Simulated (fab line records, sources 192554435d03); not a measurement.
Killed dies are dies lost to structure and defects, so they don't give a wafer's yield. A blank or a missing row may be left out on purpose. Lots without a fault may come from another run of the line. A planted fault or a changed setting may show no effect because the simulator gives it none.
Chamber matching | flow n5_finfet | N5_MOL_CONTACT_COAG_STRIP_98 on rie_diel-02: 4 sister chambers
The step strips in N2/H2. 4 wafers are shown with their chamber, then 8 later ones without.

WAFERS WITH THEIR CHAMBER
wafer  | chamber | showerhead_plenum_p_Torr (Torr)
L083.1 | 0       | 3.36
L083.3 | 3       | 3.50
L083.4 | 1       | 3.29
L086.3 | 2       | 3.30

WAFERS WITHOUT THEIR CHAMBER
wafer  | showerhead_plenum_p_Torr (Torr)
L086.4 | 3.50
L086.5 | 3.36
L087.3 | 3.50
L087.4 | 3.50
L087.5 | 3.36
L097.2 | 3.29
L097.4 | 3.28
L097.5 | 3.34

WHICH CHAMBER EACH WENT THROUGH
wafer  | from the rows above     | in truth
L086.4 | 3                       | 3
L086.5 | 0                       | 0
L087.3 | 3                       | 3
L087.4 | 3                       | 3
L087.5 | 0                       | 0
L097.2 | can't be placed: 1 or 2 | 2
L097.4 | can't be placed: 1 or 2 | 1
L097.5 | 0                       | 0
Placed correctly: 6 of 8. Can't be placed from these rows: 2 (the true chamber is among the candidates in 2). Placed wrongly: 0.
How it was worked out, from the rows above alone: a wafer's distance from a chamber is the root of the sum, over the readings, of the square of ((its reading less the chamber's mean) divided by the reading's scatter). The wafer belongs to the nearest chamber; if the next one is less than 2 further off, it can't be placed. A chamber's mean is the mean of its shown wafers. The scatter: with one shown wafer a chamber, the root of the mean of the squares of how far each hidden wafer lies from its nearest shown one.
